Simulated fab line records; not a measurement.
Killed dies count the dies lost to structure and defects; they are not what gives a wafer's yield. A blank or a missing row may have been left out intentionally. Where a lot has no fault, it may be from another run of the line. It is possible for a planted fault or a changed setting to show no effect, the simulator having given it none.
The tool behind it: which one? :: flow nandHarc :: 12 lots with 36 wafers sampled at 6 steps, on a route of 1159 steps

WHAT THE GAUGES READ, wafer by wafer
NHARC_A_CHANNEL_HOLE_D1_INSPECT_40.
lot: L651
measured: day 8 16:11
on: defectInspect-02
rawDefectCount: 81 78 86

lot: L652
measured: day 8 22:34
on: defectInspect-02
rawDefectCount: 53 71 95

lot: L655
measured: day 9 14:49
on: defectInspect-01
rawDefectCount: 48 59 59

lot: L654
measured: day 9 15:46
on: defectInspect-02
rawDefectCount: 61 44 40

lot: L656
measured: day 9 19:26
on: defectInspect-02
rawDefectCount: 75 63 58

lot: L657
measured: day 10 09:54
on: defectInspect-01
rawDefectCount: 376 424 412

lot: L658
measured: day 10 23:49
on: defectInspect-02
rawDefectCount: 38 476 54

lot: L668
measured: day 12 23:16
on: defectInspect-02
rawDefectCount: 85 87 78

lot: L670
measured: day 13 14:59
on: defectInspect-01
rawDefectCount: 41 52 90

lot: L672
measured: day 13 18:47
on: defectInspect-01
rawDefectCount: 98 96 72

lot: L673
measured: day 14 01:07
on: defectInspect-01
rawDefectCount: 75 55 52

lot: L674
measured: day 14 15:43
on: defectInspect-02
rawDefectCount: 77 65 38

NHARC_END_SORT_01.
lot: L651
measured: day 19 17:14
on: prober-02
killedAtArray: 33 30 38
killedAtOther: 0 1 0
killedAtPeriphery: 2 5 5
killedDies: 35 36 43
killedOpen: 3 3 5
killedShort: 1 0 2

lot: L652
measured: day 20 02:32
on: prober-02
killedAtArray: 26 35 35
killedAtOther: 0 1 1
killedAtPeriphery: 5 5 1
killedDies: 31 41 37
killedOpen: 3 4 3
killedShort: 0 5 2

lot: L655
measured: day 23 19:52
on: prober-01
killedAtArray: 18 19 14
killedAtOther: 2 1 2
killedAtPeriphery: 2 1 1
killedDies: 22 21 17
killedOpen: 3 0 0
killedShort: 1 1 2

lot: L654
measured: day 23 21:30
on: prober-02
killedAtArray: 19 19 21
killedAtOther: 1 0 0
killedAtPeriphery: 6 2 3
killedDies: 26 21 24
killedOpen: 4 3 6
killedShort: 6 2 3

lot: L656
measured: day 24 04:32
on: prober-02
killedAtArray: 9 10 15
killedAtOther: 0 0 0
killedAtPeriphery: 1 2 1
killedDies: 10 12 16
killedOpen: 4 0 5
killedShort: 2 1 3

lot: L657
measured: day 24 11:29
on: prober-02
killedAtArray: 83 93 87
killedAtOther: 0 2 0
killedAtPeriphery: 6 4 10
killedDies: 89 99 97
killedOpen: 3 4 4
killedShort: 2 1 1

lot: L658
measured: day 24 14:04
on: prober-01
killedAtArray: 24 81 37
killedAtOther: 1 0 0
killedAtPeriphery: 3 7 1
killedDies: 28 88 38
killedOpen: 1 4 7
killedShort: 1 0 0

lot: L668
measured: day 25 20:18
on: prober-01
killedAtArray: 54 64 54
killedAtOther: 1 0 0
killedAtPeriphery: 4 3 3
killedDies: 59 67 57
killedOpen: 3 2 3
killedShort: 5 3 2

lot: L670
measured: day 27 04:17
on: prober-01
killedAtArray: 32 21 30
killedAtOther: 0 1 2
killedAtPeriphery: 3 0 0
killedDies: 35 22 32
killedOpen: 5 4 2
killedShort: 3 1 4

lot: L672
measured: day 26 10:16
on: prober-02
killedAtArray: 36 34 32
killedAtOther: 0 0 0
killedAtPeriphery: 4 2 3
killedDies: 40 36 35
killedOpen: 1 1 0
killedShort: 2 4 1

lot: L673
measured: day 26 19:44
on: prober-02
killedAtArray: 25 26 21
killedAtOther: 3 3 1
killedAtPeriphery: 2 5 4
killedDies: 30 34 26
killedOpen: 2 6 4
killedShort: 3 2 5

lot: L674
measured: day 27 02:01
on: prober-02
killedAtArray: 21 17 23
killedAtOther: 3 0 5
killedAtPeriphery: 2 3 4
killedDies: 26 20 32
killedOpen: 1 2 4
killedShort: 5 0 2

TOOL THAT RAN EACH LOT (tool first, then ch and the chambers of the sampled wafers, then the start)
lot: L651
NHARC_A_CHANNEL_HOLE_D1_ETCH_19: harEtch-01 ch 0,1, day 8 10:16
NHARC_A_CHANNEL_FILL_D1_ALD_02: aldHk-03 ch 1,2,3, day 8 16:27
NHARC_A_CHANNEL_FILL_D1_ALD_16: aldHk-04 ch 0,1,2, day 9 06:52
NHARC_A_CHANNEL_FILL_D1_ETCHBACK_19: rieSi-01 ch 1,2, day 9 19:27

lot: L652
NHARC_A_CHANNEL_HOLE_D1_ETCH_19: harEtch-01 ch 0,1, day 8 16:55
NHARC_A_CHANNEL_FILL_D1_ALD_02: aldHk-01 ch 0,2,3, day 8 22:55
NHARC_A_CHANNEL_FILL_D1_ALD_16: aldHk-01 ch 1,2, day 9 12:35
NHARC_A_CHANNEL_FILL_D1_ETCHBACK_19: rieSi-04 ch 1,3, day 10 02:47

lot: L655
NHARC_A_CHANNEL_HOLE_D1_ETCH_19: harEtch-02 ch 1, day 9 09:07
NHARC_A_CHANNEL_FILL_D1_ALD_02: aldHk-04 ch 0,1,3, day 9 15:10
NHARC_A_CHANNEL_FILL_D1_ALD_16: aldHk-01 ch 0,2, day 10 03:18
NHARC_A_CHANNEL_FILL_D1_ETCHBACK_19: rieSi-06 ch 0,2,3, day 10 15:08

lot: L654
NHARC_A_CHANNEL_HOLE_D1_ETCH_19: harEtch-01 ch 0,1, day 9 09:37
NHARC_A_CHANNEL_FILL_D1_ALD_02: aldHk-04 ch 1,2,3, day 9 16:10
NHARC_A_CHANNEL_FILL_D1_ALD_16: aldHk-01 ch 0,3, day 10 03:26
NHARC_A_CHANNEL_FILL_D1_ETCHBACK_19: rieSi-01 ch 1,3, day 10 15:10

lot: L656
NHARC_A_CHANNEL_HOLE_D1_ETCH_19: harEtch-02 ch 0,1, day 9 13:17
NHARC_A_CHANNEL_FILL_D1_ALD_02: aldHk-01 ch 1,2,3, day 9 19:42
NHARC_A_CHANNEL_FILL_D1_ALD_16: aldHk-04 ch 1,2,3, day 10 07:49
NHARC_A_CHANNEL_FILL_D1_ETCHBACK_19: rieSi-06 ch 0,2,3, day 10 19:41

lot: L657
NHARC_A_CHANNEL_HOLE_D1_ETCH_19: harEtch-02 ch 1, day 10 04:09
NHARC_A_CHANNEL_FILL_D1_ALD_02: aldHk-04 ch 0,1, day 10 10:10
NHARC_A_CHANNEL_FILL_D1_ALD_16: aldHk-03 ch 1,3, day 10 23:36
NHARC_A_CHANNEL_FILL_D1_ETCHBACK_19: rieSi-06 ch 1,2,3, day 11 11:11

lot: L658
NHARC_A_CHANNEL_HOLE_D1_ETCH_19: harEtch-02 ch 0,1, day 10 18:05
NHARC_A_CHANNEL_FILL_D1_ALD_02: aldHk-03 ch 0,1,2, day 11 00:08
NHARC_A_CHANNEL_FILL_D1_ALD_16: aldHk-03 ch 0,1,3, day 11 11:35
NHARC_A_CHANNEL_FILL_D1_ETCHBACK_19: rieSi-04 ch 0,2,3, day 11 23:02

lot: L668
NHARC_A_CHANNEL_HOLE_D1_ETCH_19: harEtch-01 ch 0,1, day 12 17:35
NHARC_A_CHANNEL_FILL_D1_ALD_02: aldHk-03 ch 0,1, day 12 23:34
NHARC_A_CHANNEL_FILL_D1_ALD_16: aldHk-04 ch 0,1, day 13 11:41
NHARC_A_CHANNEL_FILL_D1_ETCHBACK_19: rieSi-06 ch 0,1,3, day 13 23:19

lot: L670
NHARC_A_CHANNEL_HOLE_D1_ETCH_19: harEtch-02 ch 0,1, day 13 09:08
NHARC_A_CHANNEL_FILL_D1_ALD_02: aldHk-03 ch 0,2,3, day 13 15:31
NHARC_A_CHANNEL_FILL_D1_ALD_16: aldHk-04 ch 0,3, day 14 05:02
NHARC_A_CHANNEL_FILL_D1_ETCHBACK_19: rieSi-06 ch 1,2, day 14 16:41

lot: L672
NHARC_A_CHANNEL_HOLE_D1_ETCH_19: harEtch-01 ch 0,1, day 13 13:07
NHARC_A_CHANNEL_FILL_D1_ALD_02: aldHk-04 ch 1,2,3, day 13 19:02
NHARC_A_CHANNEL_FILL_D1_ALD_16: aldHk-04 ch 0,1,3, day 14 05:10
NHARC_A_CHANNEL_FILL_D1_ETCHBACK_19: rieSi-01 ch 0,2,3, day 14 16:41

lot: L673
NHARC_A_CHANNEL_HOLE_D1_ETCH_19: harEtch-02 ch 0,1, day 13 18:58
NHARC_A_CHANNEL_FILL_D1_ALD_02: aldHk-03 ch 0,3, day 14 01:23
NHARC_A_CHANNEL_FILL_D1_ALD_16: aldHk-04 ch 0,1,2, day 14 13:35
NHARC_A_CHANNEL_FILL_D1_ETCHBACK_19: rieSi-06 ch 2,3, day 15 01:14

lot: L674
NHARC_A_CHANNEL_HOLE_D1_ETCH_19: harEtch-02 ch 0,1, day 14 09:59
NHARC_A_CHANNEL_FILL_D1_ALD_02: aldHk-04 ch 0,1,2, day 14 16:04
NHARC_A_CHANNEL_FILL_D1_ALD_16: aldHk-04 ch 2,3, day 15 09:59
NHARC_A_CHANNEL_FILL_D1_ETCHBACK_19: rieSi-04 ch 0,1, day 15 21:46
- NHARC_A_CHANNEL_HOLE_D1_ETCH_19: etches the open film in C4F8/O2/Ar, time 34.5 s.
- NHARC_A_CHANNEL_FILL_D1_ALD_02: deposits SiO2, target thk 6 nm, pulse time 10 s, ald cycles 60.
- NHARC_A_CHANNEL_FILL_D1_ALD_16: deposits SiO2, target thk 1.5 nm, pulse time 10 s, ald cycles 15.
- NHARC_A_CHANNEL_FILL_D1_ETCHBACK_19: etches the open film in HBr/Cl2, target depth 5 nm, time 1.7 s.

AS READ BY THE TOOLS THEMSELVES (means over the sampled wafers that have a number; for cases with no such wafer, the mark the record gives instead)
NHARC_A_CHANNEL_HOLE_D1_ETCH_19.
lot: L651
tool: harEtch-01
drypumpMotorCurrentA (A): 5.5
heBacksideLeakSccm (sccm): 6.0
showerheadPlenumPTorr (Torr): 3.84
throttleValvePct (%): 37.041

lot: L652
tool: harEtch-01
drypumpMotorCurrentA (A): 5.5
heBacksideLeakSccm (sccm): 5.6
showerheadPlenumPTorr (Torr): 3.84
throttleValvePct (%): 37.037

lot: L655
tool: harEtch-02
drypumpMotorCurrentA (A): 6.7
heBacksideLeakSccm (sccm): 5.7
showerheadPlenumPTorr (Torr): 3.92
throttleValvePct (%): 37.036

lot: L654
tool: harEtch-01
drypumpMotorCurrentA (A): 5.5
heBacksideLeakSccm (sccm): 5.9
showerheadPlenumPTorr (Torr): 3.84
throttleValvePct (%): 37.029

lot: L656
tool: harEtch-02
drypumpMotorCurrentA (A): 6.0
heBacksideLeakSccm (sccm): 5.4
showerheadPlenumPTorr (Torr): 3.67
throttleValvePct (%): 37.042

lot: L657
tool: harEtch-02
drypumpMotorCurrentA (A): 6.7
heBacksideLeakSccm (sccm): 5.7
showerheadPlenumPTorr (Torr): 3.92
throttleValvePct (%): 37.042

lot: L658
tool: harEtch-02
drypumpMotorCurrentA (A): 6.0
heBacksideLeakSccm (sccm): 5.5
showerheadPlenumPTorr (Torr): 3.67
throttleValvePct (%): 37.040

lot: L668
tool: harEtch-01
drypumpMotorCurrentA (A): 5.5
heBacksideLeakSccm (sccm): 6.0
showerheadPlenumPTorr (Torr): 3.82
throttleValvePct (%): 37.041

lot: L670
tool: harEtch-02
drypumpMotorCurrentA (A): 6.3
heBacksideLeakSccm (sccm): 5.6
showerheadPlenumPTorr (Torr): 3.78
throttleValvePct (%): 37.047

lot: L672
tool: harEtch-01
drypumpMotorCurrentA (A): 5.5
heBacksideLeakSccm (sccm): 6.1
showerheadPlenumPTorr (Torr): 3.81
throttleValvePct (%): 37.036

lot: L673
tool: harEtch-02
drypumpMotorCurrentA (A): 6.3
heBacksideLeakSccm (sccm): 5.6
showerheadPlenumPTorr (Torr): 3.77
throttleValvePct (%): 37.043

lot: L674
tool: harEtch-02
drypumpMotorCurrentA (A): 6.3
heBacksideLeakSccm (sccm): 5.7
showerheadPlenumPTorr (Torr): 3.77
throttleValvePct (%): 37.036

NHARC_A_CHANNEL_FILL_D1_ALD_02.
lot: L651
tool: aldHk-03
heaterPowerW (W): 439
precursorPulseHeightRel: 1.003

lot: L652
tool: aldHk-01
heaterPowerW (W): 488
precursorPulseHeightRel: 1.018

lot: L655
tool: aldHk-04
heaterPowerW (W): 459
precursorPulseHeightRel: 0.992

lot: L654
tool: aldHk-04
heaterPowerW (W): 516
precursorPulseHeightRel: 0.976

lot: L656
tool: aldHk-01
heaterPowerW (W): 460
precursorPulseHeightRel: 1.003

lot: L657
tool: aldHk-04
heaterPowerW (W): 423
precursorPulseHeightRel: 1.011

lot: L658
tool: aldHk-03
heaterPowerW (W): 458
precursorPulseHeightRel: 1.018

lot: L668
tool: aldHk-03
heaterPowerW (W): 500
precursorPulseHeightRel: 1.005

lot: L670
tool: aldHk-03
heaterPowerW (W): 434
precursorPulseHeightRel: 1.015

lot: L672
tool: aldHk-04
heaterPowerW (W): 517
precursorPulseHeightRel: 0.989

lot: L673
tool: aldHk-03
heaterPowerW (W): 487
precursorPulseHeightRel: 1.004

lot: L674
tool: aldHk-04
heaterPowerW (W): 481
precursorPulseHeightRel: 1.012

NHARC_A_CHANNEL_FILL_D1_ALD_16.
lot: L651
tool: aldHk-04
heaterPowerW (W): 475
precursorPulseHeightRel: 1.006

lot: L652
tool: aldHk-01
heaterPowerW (W): 425
precursorPulseHeightRel: 0.988

lot: L655
tool: aldHk-01
heaterPowerW (W): 481
precursorPulseHeightRel: 0.996

lot: L654
tool: aldHk-01
heaterPowerW (W): 523
precursorPulseHeightRel: 1.003

lot: L656
tool: aldHk-04
heaterPowerW (W): 515
precursorPulseHeightRel: 1.004

lot: L657
tool: aldHk-03
heaterPowerW (W): 501
precursorPulseHeightRel: 1.005

lot: L658
tool: aldHk-03
heaterPowerW (W): 498
precursorPulseHeightRel: 0.976

lot: L668
tool: aldHk-04
heaterPowerW (W): 431
precursorPulseHeightRel: 0.996

lot: L670
tool: aldHk-04
heaterPowerW (W): 431
precursorPulseHeightRel: 1.024

lot: L672
tool: aldHk-04
heaterPowerW (W): 466
precursorPulseHeightRel: 0.972

lot: L673
tool: aldHk-04
heaterPowerW (W): 473
precursorPulseHeightRel: 0.992

lot: L674
tool: aldHk-04
heaterPowerW (W): 531
precursorPulseHeightRel: 0.976

NHARC_A_CHANNEL_FILL_D1_ETCHBACK_19.
lot: L651
tool: rieSi-01
drypumpMotorCurrentA (A): 6.3
heBacksideLeakSccm (sccm): 2.8
mfcCl2Sccm (sccm): 50.08
oesProductAu (a.u.): 1.006
throttleValvePct (%): 26.404

lot: L652
tool: rieSi-04
drypumpMotorCurrentA (A): 6.0
heBacksideLeakSccm (sccm): 2.9
mfcCl2Sccm (sccm): 49.97
oesProductAu (a.u.): 1.003
throttleValvePct (%): 26.410

lot: L655
tool: rieSi-06
drypumpMotorCurrentA (A): 6.3
heBacksideLeakSccm (sccm): 2.7
mfcCl2Sccm (sccm): 50.07
oesProductAu (a.u.): 0.988
throttleValvePct (%): 26.410

lot: L654
tool: rieSi-01
drypumpMotorCurrentA (A): 6.0
heBacksideLeakSccm (sccm): 2.5
mfcCl2Sccm (sccm): 50.11
oesProductAu (a.u.): 0.978
throttleValvePct (%): 26.404

lot: L656
tool: rieSi-06
drypumpMotorCurrentA (A): 6.3
heBacksideLeakSccm (sccm): 2.7
mfcCl2Sccm (sccm): 50.03
oesProductAu (a.u.): 0.978
throttleValvePct (%): 26.411

lot: L657
tool: rieSi-06
drypumpMotorCurrentA (A): 6.0
heBacksideLeakSccm (sccm): 2.5
mfcCl2Sccm (sccm): 50.07
oesProductAu (a.u.): 0.992
throttleValvePct (%): 26.404

lot: L658
tool: rieSi-04
drypumpMotorCurrentA (A): 6.2
heBacksideLeakSccm (sccm): 2.6
mfcCl2Sccm (sccm): 50.07
oesProductAu (a.u.): 1.007
throttleValvePct (%): 26.406

lot: L668
tool: rieSi-06
drypumpMotorCurrentA (A): 6.1
heBacksideLeakSccm (sccm): 2.6
mfcCl2Sccm (sccm): 50.04
oesProductAu (a.u.): 0.996
throttleValvePct (%): 26.402

lot: L670
tool: rieSi-06
drypumpMotorCurrentA (A): 5.7
heBacksideLeakSccm (sccm): 2.6
mfcCl2Sccm (sccm): 49.98
oesProductAu (a.u.): 0.998
throttleValvePct (%): 26.405

lot: L672
tool: rieSi-01
drypumpMotorCurrentA (A): 6.2
heBacksideLeakSccm (sccm): 2.6
mfcCl2Sccm (sccm): 49.94
oesProductAu (a.u.): 1.002
throttleValvePct (%): 26.403

lot: L673
tool: rieSi-06
drypumpMotorCurrentA (A): 6.3
heBacksideLeakSccm (sccm): 2.6
mfcCl2Sccm (sccm): 50.05
oesProductAu (a.u.): 0.994
throttleValvePct (%): 26.401

lot: L674
tool: rieSi-04
drypumpMotorCurrentA (A): 5.6
heBacksideLeakSccm (sccm): 2.8
mfcCl2Sccm (sccm): 50.14
oesProductAu (a.u.): 1.010
throttleValvePct (%): 26.403

THE ANSWER, worked out from the rows above alone
Rule: the lots themselves supply what counts as usual. Put in order of their means at a reading, lots are off if they are a third of the lots or fewer, leave a main group of 4 or more, and stand apart from it by a gap of 3 or more times the standard deviation of the main group's means; of several such gaps the widest counts. The tables above print the reading to a certain number of digits; a main group whose means all agree to those digits is not used. Also off: a lot with no number at a reading for which 4 or more lots have one. Any other lot the step has rows for is counted as sound. First the gauges in route order, then the tools' own readings, where a lot's mean is used as printed above. The first step at which some lot is off is used, and at that step the reading that is off furthest; a lot without a number counts as furthest.
Off: L657, L658, at NHARC_A_CHANNEL_HOLE_D1_INSPECT_40 (rawDefectCount). Mean 68 and standard deviation 13 in the main group.
A tool fits if, at a process step before that reading, it ran every lot that is off, and no sound lot after the first of them. The gauges at NHARC_A_CHANNEL_HOLE_D1_INSPECT_40 are tried like those tools. None of those tried fits.

WHAT THE SIMULATOR HAD PUT IN
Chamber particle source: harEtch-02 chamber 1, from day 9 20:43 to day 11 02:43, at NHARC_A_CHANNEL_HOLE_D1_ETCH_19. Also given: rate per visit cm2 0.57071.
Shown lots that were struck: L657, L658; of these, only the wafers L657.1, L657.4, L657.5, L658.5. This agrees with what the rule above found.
